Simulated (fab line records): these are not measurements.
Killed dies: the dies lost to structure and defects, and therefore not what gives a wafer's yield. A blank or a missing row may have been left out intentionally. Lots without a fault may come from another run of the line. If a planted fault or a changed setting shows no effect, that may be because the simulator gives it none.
Lot-split experiment :: flow n5-finfet :: 39 wafers read from 7 lots, route of 1938 steps

THE SPLIT
At N5_STI_FIN_REVEAL_ETCHBACK_08 (etches SiO2 in C4F6/O2, target depth 30.5 nm, time 10.167 s), the setting target-depth-a was moved away from the recipe's 305 angstrom on 15 of the 39 wafers read, by -10.8% to +11.3%. All remaining wafers had this setting at the recipe value.

FROM THE SPLIT TO THE READING: what the file shows between them, 3 steps
- N5_STI_FIN_REVEAL_STRIP_24: strips in N2/H2, time 90 s
- N5_STI_FIN_REVEAL_PRECLEAN_25: cleans in SPM, time 90 s
- N5_STI_FIN_REVEAL_SRD_23: time 30 s

THE READING
trench-depth-nm, in nm, at N5_STI_FIN_REVEAL_FIN_H_MEAS_10. On this fab line, fault-free wafers typically give 52.0 nm with a standard deviation of 0.5 nm.

wafer: L074.1
tool, chamber at the split: rie-diel-04, 1,3,2
target-depth-a as run, angstrom: 305
against the recipe: recipe
trench-depth-nm, nm: 52.9
against lot-mates on the recipe: -

wafer: L074.2
tool, chamber at the split: rie-diel-04, 1,3,2
target-depth-a as run, angstrom: 305
against the recipe: recipe
trench-depth-nm, nm: 52.1
against lot-mates on the recipe: -

wafer: L074.6
tool, chamber at the split: rie-diel-04, 1,3,2
target-depth-a as run, angstrom: 305
against the recipe: recipe
trench-depth-nm, nm: 51.9
against lot-mates on the recipe: -

wafer: L076.1
tool, chamber at the split: rie-diel-01, 0,3,2,1,3,2
target-depth-a as run, angstrom: 305
against the recipe: recipe
trench-depth-nm, nm: 52.9
against lot-mates on the recipe: -

wafer: L076.2
tool, chamber at the split: rie-diel-01, 0,3,2,1,3,2
target-depth-a as run, angstrom: 305
against the recipe: recipe
trench-depth-nm, nm: 52.3
against lot-mates on the recipe: -

wafer: L076.3
tool, chamber at the split: rie-diel-01, 0,3,2,1,3,2
target-depth-a as run, angstrom: 305
against the recipe: recipe
trench-depth-nm, nm: 52.1
against lot-mates on the recipe: -

wafer: L076.4
tool, chamber at the split: rie-diel-01, 0,3,2,1,3,2
target-depth-a as run, angstrom: 305
against the recipe: recipe
trench-depth-nm, nm: 51.7
against lot-mates on the recipe: -

wafer: L076.5
tool, chamber at the split: rie-diel-01, 0,3,2,1,3,2
target-depth-a as run, angstrom: 305
against the recipe: recipe
trench-depth-nm, nm: 52.6
against lot-mates on the recipe: -

wafer: L076.6
tool, chamber at the split: rie-diel-01, 0,3,2,1,3,2
target-depth-a as run, angstrom: 305
against the recipe: recipe
trench-depth-nm, nm: 52.3
against lot-mates on the recipe: -

wafer: L086.1
tool, chamber at the split: rie-diel-05, 2,1,2
target-depth-a as run, angstrom: 305
against the recipe: recipe
trench-depth-nm, nm: 52.3
against lot-mates on the recipe: -

wafer: L086.2
tool, chamber at the split: rie-diel-05, 0,3,3
target-depth-a as run, angstrom: 272
against the recipe: -10.8%
trench-depth-nm, nm: 49.0
against lot-mates on the recipe: -3.0

wafer: L086.3
tool, chamber at the split: rie-diel-05, 2,1,2
target-depth-a as run, angstrom: 305
against the recipe: recipe
trench-depth-nm, nm: 52.2
against lot-mates on the recipe: -

wafer: L086.4
tool, chamber at the split: rie-diel-05, 0,3,3
target-depth-a as run, angstrom: 272
against the recipe: -10.8%
trench-depth-nm, nm: 48.2
against lot-mates on the recipe: -3.8

wafer: L086.5
tool, chamber at the split: rie-diel-05, 0,3,3
target-depth-a as run, angstrom: 272
against the recipe: -10.8%
trench-depth-nm, nm: 48.6
against lot-mates on the recipe: -3.4

wafer: L086.6
tool, chamber at the split: rie-diel-05, 2,1,2
target-depth-a as run, angstrom: 305
against the recipe: recipe
trench-depth-nm, nm: 51.5
against lot-mates on the recipe: -

wafer: L089.1
tool, chamber at the split: rie-diel-01, 1,0,3
target-depth-a as run, angstrom: 305
against the recipe: recipe
trench-depth-nm, nm: 51.6
against lot-mates on the recipe: -

wafer: L089.2
tool, chamber at the split: rie-diel-01, 3,0,2
target-depth-a as run, angstrom: 331.7
against the recipe: +8.8%
trench-depth-nm, nm: 54.1
against lot-mates on the recipe: +2.8

wafer: L089.3
tool, chamber at the split: rie-diel-01, 3,0,2
target-depth-a as run, angstrom: 331.7
against the recipe: +8.8%
trench-depth-nm, nm: 54.7
against lot-mates on the recipe: +3.4

wafer: L089.4
tool, chamber at the split: rie-diel-01, 3,0,2
target-depth-a as run, angstrom: 331.7
against the recipe: +8.8%
trench-depth-nm, nm: 53.8
against lot-mates on the recipe: +2.5

wafer: L089.5
tool, chamber at the split: rie-diel-01, 1,0,3
target-depth-a as run, angstrom: 305
against the recipe: recipe
trench-depth-nm, nm: 51.3
against lot-mates on the recipe: -

wafer: L089.6
tool, chamber at the split: rie-diel-01, 1,0,3
target-depth-a as run, angstrom: 305
against the recipe: recipe
trench-depth-nm, nm: 51.0
against lot-mates on the recipe: -

wafer: L091.1
tool, chamber at the split: rie-diel-01, 0,3,2
target-depth-a as run, angstrom: 339.6
against the recipe: +11.3%
trench-depth-nm, nm: 54.5
against lot-mates on the recipe: +2.9

wafer: L091.2
tool, chamber at the split: rie-diel-01, 1,2,3
target-depth-a as run, angstrom: 305
against the recipe: recipe
trench-depth-nm, nm: 51.7
against lot-mates on the recipe: -

wafer: L091.3
tool, chamber at the split: rie-diel-01, 1,2,3
target-depth-a as run, angstrom: 305
against the recipe: recipe
trench-depth-nm, nm: 51.6
against lot-mates on the recipe: -

wafer: L091.4
tool, chamber at the split: rie-diel-01, 1,2,3
target-depth-a as run, angstrom: 305
against the recipe: recipe
trench-depth-nm, nm: 51.4
against lot-mates on the recipe: -

wafer: L091.5
tool, chamber at the split: rie-diel-01, 0,3,2
target-depth-a as run, angstrom: 339.6
against the recipe: +11.3%
trench-depth-nm, nm: 54.3
against lot-mates on the recipe: +2.7

wafer: L091.6
tool, chamber at the split: rie-diel-01, 0,3,2
target-depth-a as run, angstrom: 339.6
against the recipe: +11.3%
trench-depth-nm, nm: 54.0
against lot-mates on the recipe: +2.4

wafer: L094.1
tool, chamber at the split: rie-diel-05, 3,1,2
target-depth-a as run, angstrom: 305
against the recipe: recipe
trench-depth-nm, nm: 51.4
against lot-mates on the recipe: -

wafer: L094.2
tool, chamber at the split: rie-diel-05, 3,1,2
target-depth-a as run, angstrom: 305
against the recipe: recipe
trench-depth-nm, nm: 52.0
against lot-mates on the recipe: -

wafer: L094.3
tool, chamber at the split: rie-diel-05, 0,1,0
target-depth-a as run, angstrom: 330.6
against the recipe: +8.4%
trench-depth-nm, nm: 54.8
against lot-mates on the recipe: +3.1

wafer: L094.4
tool, chamber at the split: rie-diel-05, 3,1,2
target-depth-a as run, angstrom: 305
against the recipe: recipe
trench-depth-nm, nm: 51.6
against lot-mates on the recipe: -

wafer: L094.5
tool, chamber at the split: rie-diel-05, 0,1,0
target-depth-a as run, angstrom: 330.6
against the recipe: +8.4%
trench-depth-nm, nm: 54.3
against lot-mates on the recipe: +2.6

wafer: L094.6
tool, chamber at the split: rie-diel-05, 0,1,0
target-depth-a as run, angstrom: 330.6
against the recipe: +8.4%
trench-depth-nm, nm: 54.6
against lot-mates on the recipe: +2.9

wafer: L097.1
tool, chamber at the split: rie-diel-04, 2,0,1
target-depth-a as run, angstrom: 305
against the recipe: recipe
trench-depth-nm, nm: 51.4
against lot-mates on the recipe: -

wafer: L097.2
tool, chamber at the split: rie-diel-04, 3,1,0
target-depth-a as run, angstrom: 337.3
against the recipe: +10.6%
trench-depth-nm, nm: 55.7
against lot-mates on the recipe: +4.0

wafer: L097.3
tool, chamber at the split: rie-diel-04, 3,1,0
target-depth-a as run, angstrom: 337.3
against the recipe: +10.6%
trench-depth-nm, nm: 55.4
against lot-mates on the recipe: +3.7

wafer: L097.4
tool, chamber at the split: rie-diel-04, 2,0,1
target-depth-a as run, angstrom: 305
against the recipe: recipe
trench-depth-nm, nm: 52.1
against lot-mates on the recipe: -

wafer: L097.5
tool, chamber at the split: rie-diel-04, 2,0,1
target-depth-a as run, angstrom: 305
against the recipe: recipe
trench-depth-nm, nm: 51.6
against lot-mates on the recipe: -

wafer: L097.6
tool, chamber at the split: rie-diel-04, 3,1,0
target-depth-a as run, angstrom: 337.3
against the recipe: +10.6%
trench-depth-nm, nm: 55.3
against lot-mates on the recipe: +3.6
If several chambers appear in one row, that row covers several wafers at once and the file leaves open which wafer was in which chamber.

FIT RESULTS
A straight line over all 39 wafers: trench-depth-nm changes by +0.285 nm for each +1% of target-depth-a; r = +0.96; the points scatter about the line by 0.53 nm.
The same after taking each lot's own level away (the mean of its wafers on the recipe; 39 wafers): +0.311 nm for each +1%; r = +0.98; scatter 0.42 nm.
According to that fit, moving target-depth-a by its largest amount changes the reading by 3.5 nm.
The span of the lots' own levels, 51.30 to 52.32 nm, comes to 2.0 times the standard deviation stated above.
Consequently the slope shifts little with the lot-to-lot level, the two slopes agreeing.
Check: for one of the wafers moved furthest among these (+11.3%), held out of the fit, the line's prediction against its lot-mates is +3.59 nm. Against them it came out at +2.93 nm.

OTHER SPLITS APPLIED TO THESE WAFERS
Before the reading, these wafers also passed through other splits. Each is held against what the fit with the lots' levels taken away leaves over:
other split on the same wafers: N5_WELL_APT_EXPOSE_05 dose-mj
wafers away from the commonest value: 15
r with trench-depth-nm (lot level and that fit taken away): -0.01

other split on the same wafers: N5_FIN_CUT_CUT_ETCH_26 time-s
wafers away from the commonest value: 15
r with trench-depth-nm (lot level and that fit taken away): +0.05

other split on the same wafers: N5_FIN_CUT_CUT_ETCH_15 target-depth-a
wafers away from the commonest value: 9
r with trench-depth-nm (lot level and that fit taken away): -0.11

THE FILE'S OWN FIT
trench-depth-nm changes by +0.31 nm for each +1% of target-depth-a, r = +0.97.
